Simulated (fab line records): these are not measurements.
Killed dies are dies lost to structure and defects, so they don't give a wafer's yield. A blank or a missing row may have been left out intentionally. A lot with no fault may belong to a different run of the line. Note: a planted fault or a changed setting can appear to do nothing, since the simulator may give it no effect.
fab line records    flow nandHarc
record: lots: 6  wafers: 18  lastDay: 33
route steps=1302 shown A_CHANNEL_FILL_D1@495
lots untouched by any fault: they come from a run of this same line in which no faults occurred
startH: the number of hours between the record's first day and the start of the first shown wafer of the lot    waitH: hours since the lot's step before    " unchanged from the row above    L1.1+2: a row that stands for several wafers    - no value present, or no start provided    * or withheld: withheld    < > ~ a bound
route shown NAME@n: a module of which the file shows steps, and the number in the route of the first    usual: mean/standard deviation of fault-free wafers    same: alike in all rows    chamber/n: place in a boat    sites: each site's reading    _std_site: their standard deviation    _edge_site: inner sites' mean taken away from outer sites' mean    radiusMm: how far each site lies from the wafer's centre    mask NAME#n: copy n    behind: the most recent tool/chamber to have shaped the wafer    hold: the reason the lot was held/the length of the hold in hours/how it ended    device: names the non-switching transistor (n, p or np)    end of line: the same wafers' tests at the end of the route    a step given without rows: its recipe and nothing more    killed: at the first sort, the dies lost to defects and structure; wafer yield is something else    map: shows each die of a wafer: x if killed, . if not, _ if none is there
set.NAME: the setting that was run; set.NAME@STEP: the one run at that earlier step    model.NAME: the simulator's own value behind a step, which no gauge read
lots at some steps of the route; a table a step, a row a wafer
services: a tool's chamber out of use, with start hour (startH, from the record's first day; less than 0 if before it), hours out, and reason
== steps ==
step: NHARC_A_CHANNEL_FILL_D1_ALD_15
recipe: targetThkA: 20  pulseTimeS: 60  aldCycles: 19  tempC: 630  pressureTorr: 2  material: SiNx
step: NHARC_A_CHANNEL_FILL_D1_ALD_16
recipe: targetThkA: 15  pulseTimeS: 10  aldCycles: 15  tempC: 300  material: SiO2
usual: heaterPowerOuterW: 249/28  heaterPowerW: 451/32  precursorPulseHeightRel: 1.002/0.02
same: aldCycles: 15
lot.wafer  tool      chamber  startH  waitH  heaterPowerOuterW  heaterPowerW  precursorPulseHeightRel
L527.4     aldHk-03  1        237.48  1.6    295                515           1.007
L527.5     "         1        "       "      304                507           0.976
L527.6     "         2        "       "      242                416           1.009
L529.3     aldHk-03  1        250.01  0.0    295                507           1.026
L529.1     "         2        "       "      242                423           1.000
L529.4     "         3        "       "      222                426           0.979
L538.1     aldHk-03  2        336.22  0.0    244                428           1.014
L538.2     "         3        "       "      219                430           0.989
L538.4     "         0        "       "      222                405           0.973
L539.1     aldHk-04  0        355.77  0.0    219                443           1.012
L539.3     "         3        "       "      271                473           0.989
L539.6     "         1        "       "      264                500           0.980
L546.2     aldHk-02  2        416.74  0.1    274                484           1.047
L546.3     "         3        "       "      249                436           0.983
L546.5     "         1        "       "      209                411           0.998
L547.2     aldHk-03  3        429.81  0.0    238                453           1.040
L547.1     "         2        "       "      228                407           1.032
L547.5     "         3        "       "      232                446           1.018
step: NHARC_A_CHANNEL_FILL_D1_ANNEAL_17
recipe: tempC: 850  timeS: 1800
step: NHARC_A_CHANNEL_FILL_D1_CVD_18
recipe: targetThkA: 30  tempC: 550  material: poly-Si
step: NHARC_A_CHANNEL_FILL_D1_ETCHBACK_19
recipe: targetDepthA: 50  timeS: 1.7  hbrFlowSccm: 150  cl2FlowSccm: 50  rfW: 400  icpW: 400  biasW: 100  chemistry: HBr/Cl2
usual: drypumpMotorCurrentA: 5.8/0.54  oesProductAu: 0.998/0.009  rfFwdPowerW: 390.2/1.3  throttleValvePct: 26.405/0.0086
lot.wafer  tool      chamber  startH  waitH  drypumpMotorCurrentA  oesProductAu  rfFwdPowerW  rfHoursCounterH  throttleValvePct
L527.4     rieSi-04  2        249.35  0.4    6.3                   1.004         388.5        0.30             26.396
L527.5     "         3        "       "      5.2                   0.985         391.5        -                26.413
L527.6     "         0        "       "      5.1                   1.016         391.1        -                26.394
L529.3     rieSi-06  3        262.40  0.4    5.5                   0.989         392.2        0.04             26.405
L529.1     "         0        "       "      5.5                   0.993         389.6        0.02             26.410
L529.4     "         2        "       "      6.1                   0.994         389.1        0.04             26.420
L538.4     rieSi-06  2        347.98  0.4    6.1                   1.000         389.6        0.54             26.407
L538.1     "         3        "       "      5.5                   0.996         388.0        0.50             26.409
L538.2     "         0        "       "      5.5                   1.015         390.8        0.46             26.410
L539.1     rieSi-06  1        367.73  0.4    5.6                   0.997         389.0        0.67             26.418
L539.3     "         3        "       "      5.5                   0.990         389.2        0.61             26.395
L539.6     "         0        "       "      5.5                   1.002         388.2        -                26.397
L546.2     rieSi-04  3        429.41  0.4    5.2                   0.991         390.9        0.66             26.415
L546.3     "         2        "       "      6.3                   0.991         390.5        0.65             26.395
L546.5     "         0        "       "      5.1                   0.988         392.5        -                26.411
L547.2     rieSi-02  0        441.80  0.4    6.1                   1.013         391.1        0.88             26.414
L547.1     "         1        "       "      6.6                   1.017         389.7        0.98             26.413
L547.5     "         1        "       "      6.6                   1.022         388.8        -                26.410
step: NHARC_A_CHANNEL_FILL_D1_ETCHBACK_20
recipe: targetDepthA: 270  timeS: 13.5  c4f8FlowSccm: withheld  o2FlowSccm: 8  arFlowSccm: withheld  rfW: 600  biasW: 1500  chemistry: C4F8/O2/Ar
usual: oesProductAu: 0.96/0.036  rfFwdPowerW: 587.1/2.8  rfVppV: 978/6.4
lot.wafer  tool        chamber  startH  waitH  oesProductAu  rfFwdPowerW  rfHoursCounterH  rfVppV
L527.4     rieDiel-06  2        249.45  -      0.93          584.5        7.0              976
L527.5     "           1        "       "      0.92          590.6        -                968
L527.6     "           2        "       "      0.94          582.1        -                976
L529.4     rieDiel-05  0        262.53  -      0.98          587.3        1.2              979
L529.3     "           1        "       "      0.97          588.5        1.1              973
L529.1     "           2        "       "      0.98          587.7        1.3              985
L538.4     rieDiel-06  1        348.10  -      0.97          589.2        2.7              969
L538.1     "           2        "       "      1.00          583.5        2.2              977
L538.2     "           3        "       "      1.00          585.7        2.3              971
L539.3     rieDiel-06  0        367.86  -      0.98          587.1        4.0              974
L539.1     "           1        "       "      0.98          587.5        3.9              969
L539.6     "           2        "       "      1.00          586.5        -                977
L546.3     rieDiel-05  0        429.54  -      1.01          582.7        0.9              978
L546.2     "           3        "       "      0.99          585.6        1.0              983
L546.5     "           1        "       "      0.98          590.7        -                974
L547.2     rieDiel-06  2        441.94  -      0.94          584.3        7.0              976
L547.1     "           0        "       "      0.91          588.6        7.9              972
L547.5     "           1        "       "      0.92          583.5        -                968
step: NHARC_A_CHANNEL_FILL_D1_STRIP_28
recipe: timeS: 20  o2FlowSccm: 500  arFlowSccm: 0  biasW: 0  chemistry: O2
usual: drypumpMotorCurrentA: 5.8/0.62  oesProductAu: 0.995/0.011  rfVppV: 57.8/0.92  showerheadPlenumPTorr: 3.52/0.15  throttleValvePct: 17.036/0.0086
lot.wafer  tool        chamber  startH  waitH  drypumpMotorCurrentA  oesProductAu  rfHoursCounterH  rfVppV  showerheadPlenumPTorr  throttleValvePct
L527.4     rieDiel-06  1        249.54  0.1    6.3                   0.994         7.8              57.1    3.30                   17.026
L527.6     "           0        "       "      6.8                   0.984         -                59.0    3.39                   17.026
L527.5     "           1        "       "      6.2                   0.988         -                58.1    3.30                   17.054
L529.4     rieDiel-05  0        263.10  0.6    6.0                   0.994         1.2              58.2    3.56                   17.050
L529.1     "           1        "       "      6.0                   0.974         1.1              57.3    3.42                   17.038
L529.3     "           2        "       "      6.4                   0.985         1.3              57.3    3.66                   17.030
L538.1     rieDiel-06  2        348.19  0.1    6.0                   0.997         2.2              57.9    3.47                   17.027
L538.4     "           0        "       "      6.8                   0.994         2.8              57.7    3.39                   17.054
L538.2     "           1        "       "      6.3                   0.976         2.7              58.0    3.30                   17.041
L539.1     rieDiel-06  3        367.94  0.1    4.9                   1.005         3.4              55.7    3.32                   17.036
L539.3     "           0        "       "      6.8                   0.999         4.1              56.6    3.39                   17.042
L539.6     "           1        "       "      6.2                   0.988         -                56.9    3.30                   17.026
L546.3     rieDiel-05  3        429.63  0.1    6.2                   1.000         1.0              57.9    3.65                   17.047
L546.2     "           0        "       "      6.0                   1.028         0.9              56.9    3.56                   17.018
L546.5     "           3        "       "      6.1                   0.996         -                59.8    3.65                   17.031
L547.2     rieDiel-06  0        442.03  0.1    6.8                   0.987         8.0              57.0    3.38                   17.028
L547.1     "           1        "       "      6.3                   0.999         6.8              56.3    3.30                   17.031
L547.5     "           2        "       "      6.0                   1.012         -                57.2    3.47                   17.029
step: NHARC_A_CHANNEL_FILL_D1_PRECLEAN_21
recipe: timeS: 30  chemistry: dHF
step: NHARC_A_CHANNEL_FILL_D1_SRD_23
step: NHARC_A_CHANNEL_FILL_D1_CVD_05
recipe: targetThkA: 50  tempC: 550  material: poly-Si
step: NHARC_A_CHANNEL_FILL_D1_ANNEAL_22
recipe: tempC: 620  timeS: 7200
step: NHARC_A_CHANNEL_FILL_D1_ALD_25
recipe: targetThkA: 600  pulseTimeS: 10  aldCycles: 600  tempC: 300  material: SiOx
usual: aldCycles: 600/0  heaterPowerOuterW: 248/26  heaterPowerW: 450/32  precursorPulseHeightRel: 1.000/0.017
lot.wafer  tool      chamber  startH  waitH  aldCycles  heaterPowerOuterW  heaterPowerW  precursorPulseHeightRel
L527.4     aldHk-02  0        263.32  1.9    600        238                459           0.988
L527.5     "         1        "       "      600        219                452           0.999
L527.6     "         2        "       "      600        278                478           0.996
L529.3     aldHk-03  1        274.96  0.1    600        303                524           0.989
L529.1     "         2        "       "      600        242                438           1.017
L529.4     "         3        "       "      600        224                426           0.989
L538.4     aldHk-03  2        359.76  0.0    -          -                  -             -
L538.1     "         0        361.01  1.3    -          -                  -             -
L538.2     "         1        "       "      -          -                  -             -
L539.1     aldHk-03  0        380.50  0.7    -          -                  -             -
L539.3     "         1        "       "      -          -                  -             -
L539.6     "         0        382.98  3.1    -          -                  -             -
L546.3     aldHk-04  0        444.12  2.0    600        232                443           1.001
L546.2     "         1        "       "      600        269                507           1.000
L546.5     "         1        447.20  5.1    600        271                503           1.030
L547.1     aldHk-04  1        454.44  0.7    600        276                490           1.004
L547.2     "         3        455.66  1.9    600        266                461           0.991
L547.5     "         1        456.87  3.1    600        270                489           1.001
step: NHARC_A_CHANNEL_FILL_D1_ETCHBACK_08
recipe: targetDepthA: 2200  timeS: 110  c4f8FlowSccm: 20  arFlowSccm: withheld  rfW: 600  biasW: 300  chemistry: C4F8
usual: oesProductAu: 0.95/0.036  rfFwdPowerW: 596.1/1.8  rfVppV: 441/3
lot.wafer  tool        chamber  startH  waitH  oesProductAu  rfFwdPowerW  rfHoursCounterH  rfVppV
L527.4     rieDiel-05  2        -       -      0.94          598.8        1.4              443
L527.6     "           2        "       "      0.95          596.0        -                444
L527.5     "           3        "       "      0.95          595.5        -                443
L529.1     rieDiel-06  3        -       -      0.92          596.9        9.1              437
L529.4     "           0        "       "      0.91          598.7        9.3              438
L529.3     "           1        "       "      0.93          594.8        9.5              438
L538.1     rieDiel-06  1        -       -      0.92          593.9        3.8              437
L538.4     "           3        "       "      0.92          594.8        3.3              438
L538.2     "           0        "       "      0.92          597.7        3.9              438
L539.3     rieDiel-06  3        -       -      0.93          597.4        3.8              437
L539.1     "           1        "       "      0.92          593.9        4.5              436
L539.6     "           3        "       "      0.93          597.6        -                436
L546.2     rieDiel-01  2        -       -      0.99          595.9        2.6              444
L546.3     "           3        "       "      1.00          595.5        3.2              443
L546.5     "           2        "       "      1.01          596.2        -                445
L547.1     rieDiel-05  0        -       -      1.01          596.0        2.6              441
L547.2     "           2        "       "      1.01          595.2        2.3              441
L547.5     "           1        "       "      0.98          598.0        -                439
== services ==
tool        chamber  startH  hours  kind
rieDiel-06  3        223.55  5.2    repair
rieSi-06    2        223.63  4.8    repair
rieSi-04    -        226.09  14.9   repair
rieDiel-05  -        229.60  9.0    pm
rieSi-06    -        249.00  9.0    pm
aldHk-02    -        279.26  3.3    repair
rieDiel-05  0        287.59  28.2   repair
rieDiel-06  2        301.49  2.9    repair
rieDiel-06  -        307.20  9.0    pm
rieDiel-05  3        308.68  3.8    repair
rieDiel-05  1        315.49  12.2   repair
rieSi-04    0        323.82  4.9    repair
aldHk-02    -        328.99  1.2    repair
rieDiel-05  1        340.21  2.9    repair
rieSi-04    -        342.00  9.0    pm
rieDiel-06  -        349.61  1.8    repair
aldHk-02    -        351.00  10.0   pm
rieSi-04    0        352.10  7.2    repair
rieSi-04    -        354.58  0.5    repair
rieSi-04    3        368.87  9.9    repair
aldHk-03    -        390.00  10.0   pm
rieDiel-05  -        406.60  9.0    pm
rieDiel-06  1        420.84  8.7    repair
rieSi-06    -        426.00  9.0    pm
== key ==
firstSign: step: NHARC_A_CHANNEL_FILL_D1_ALD_25  reading: toolRecord  direction: missing
effect none on later readings
metAt NHARC_A_CHANNEL_FILL_D1_ALD_25
struckWafers L538.1,L538.2,L538.4,L539.1,L539.3,L539.6
laterRowsLeftOut L538.1,L538.2,L538.4,L539.1,L539.3,L539.6
sortLeftOut L538.1,L538.2,L538.4,L539.1,L539.3,L539.6
testerLeftOut L538,L539
onsetBetween 274.96 359.76
fault: kind: skippedStepWhole  tool: aldHk-03  chamber: -  onsetH: 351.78  steps: NHARC_A_CHANNEL_FILL_D1_ALD_25  scope: struckLotsOnly
testerLeftOut: of these lots the tester's yield and bins aren't shown, on N5 and GAA mostly nor the transistor test; their killed dies are dies lost to structure and defects alone, not to doping, threshold or leakage, so they don't give the yield
sortLeftOut: the simulated sort isn't trusted on such a fault, so these wafers' sort isn't shown, and their yield isn't known
laterRowsLeftOut: the simulator's readings of these wafers behind a module that went badly wrong aren't trusted and aren't shown, but for the sort
